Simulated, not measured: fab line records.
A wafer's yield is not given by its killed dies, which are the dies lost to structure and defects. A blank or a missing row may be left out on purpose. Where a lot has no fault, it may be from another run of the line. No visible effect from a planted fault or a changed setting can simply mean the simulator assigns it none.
Problem report, 8D (eight disciplines) form, completed by code -- flow n5Finfet -- the parts of the form that need people (team, actions taken, sign-off) are left out

## 1. THE ISSUE
On 3 wafers of 1 lot, killed_at_M4_up at N5_PASSIVATION_PROBE_49 has a mean of 111; fault-free wafers read 14, standard deviation 5.5. Measured from the usual mean, that is +18 standard deviations.
Seen first at day 17 17:15 on prober-01, wafer L337.1. At this step, 9 wafers from 3 lots have a number in the record. By rule, "out" or "out of limits" means more than 4 standard deviations away from the usual mean. Any other wafer with a number is counted as sound.

## 2. WHAT IT IS; WHAT IT IS NOT
question,is,is not
which readings at this step,killed_at_M4_up,"killed_at_M0_to_M3, killedAtContacts, killedAtFrontEnd, killedAtOther, killedShort"
which lots,L337,"L318, L323"
which wafers of those lots,all that have a number,-
read on which tools,prober-01,-
when,from day 17 17:15,up to then (6 sound wafers)

## 3. THE SUSPECTS, EACH WITH WHAT RULES IT OUT
Counting: a tool at a process step up to the reading stays a suspect if it ran every lot that is out and no sound lot after the first of them.
- rieDiel-06 at N5_BEOL_M5_ETCH_61 (etches SiARC in CF4, target depth 15.6 nm, time 26 s): kept. It ran the lot that is out, L337 (day 13 07:59), and no sound lot after that; its last sound lot up to then is L318 (day 8 18:31).
- rieMetal-03 at N5_BEOL_M5_HM_OPEN_17 (chemistry Cl2/BCl3, target TiN, target depth 20 nm, overetch 6 nm): kept. It ran the lot that is out, L337 (day 13 08:11), and no sound lot after that; its last sound lot up to then is L323 (day 9 20:48).
- rieDiel-02 at N5_BEOL_M5_STRIP_36 (strips in N2/H2): kept. It ran the lot that is out, L337 (day 13 09:55), and no sound lot after that; its last sound lot up to then is L318 (day 8 19:52).
- prober-01 at N5_PASSIVATION_PROBE_49: kept. It ran the lot that is out, L337 (day 17 17:15), and no sound lot after that; its last sound lot up to then is L323 (day 14 03:53). Its own readings are out on those wafers: killed_at_M4_up.
Left after counting: rieDiel-06 at N5_BEOL_M5_ETCH_61, rieMetal-03 at N5_BEOL_M5_HM_OPEN_17, rieDiel-02 at N5_BEOL_M5_STRIP_36, prober-01 at N5_PASSIVATION_PROBE_49.

## 4. THE CAUSE (what the simulator had put in)
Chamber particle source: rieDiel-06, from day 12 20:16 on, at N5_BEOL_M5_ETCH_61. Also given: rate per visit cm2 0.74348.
4 suspects survive the count, and this tool is in that group.

## 5. THE EFFECT CHAIN, in route order
Each row: a reading whose mean over the struck wafers that have a number lies more than 3 standard deviations from the usual. Readings are gone through only where the record gives a usual standard deviation; hours: the median, over the lots, of the time from a lot's start at the first step in this table giving one to that lot's start at this step; sigmas: the change measured in usual standard deviations.
hours,step,reading,usual,on struck wafers,change,sigmas
0,N5_BEOL_M5_INSPECT_30,rawDefectCount,485,909,+424,+3.9
104,N5_PASSIVATION_PROBE_49,defectLimitedYield,91.0 %,82.2,-8.8,-5.9
104,N5_PASSIVATION_PROBE_49,killed_at_M4_up,14,111,+97,+18
104,N5_PASSIVATION_PROBE_49,killedDies,106,210,+104,+5.8
104,N5_PASSIVATION_PROBE_49,sort_bin_5_function,5.3 %,11.3,+6.0,+6.0
104,N5_PASSIVATION_PROBE_49,sortNPass,1074,970,-104,-5.8
104,N5_PASSIVATION_PROBE_49,sortYieldPct,91.0 %,82.2,-8.8,-5.9
It contains these process steps:
- N5_PASSIVATION_PROBE_49

## 6. HOW IT WOULD HAVE BEEN CAUGHT EARLIER
In this record the first reading out of limits was taken at day 17 17:15, 117 hours after the fault began at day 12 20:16.
Tool readings at N5_BEOL_M5_ETCH_61 with a usual standard deviation given in the record: none out on any struck wafer, hence no alarm at a limit of 4 standard deviations on them.
Lots out: 1; all had begun N5_BEOL_M5_ETCH_61 on rieDiel-06 by day 17 17:15. A hold on the tool at that time would have spared none of them.
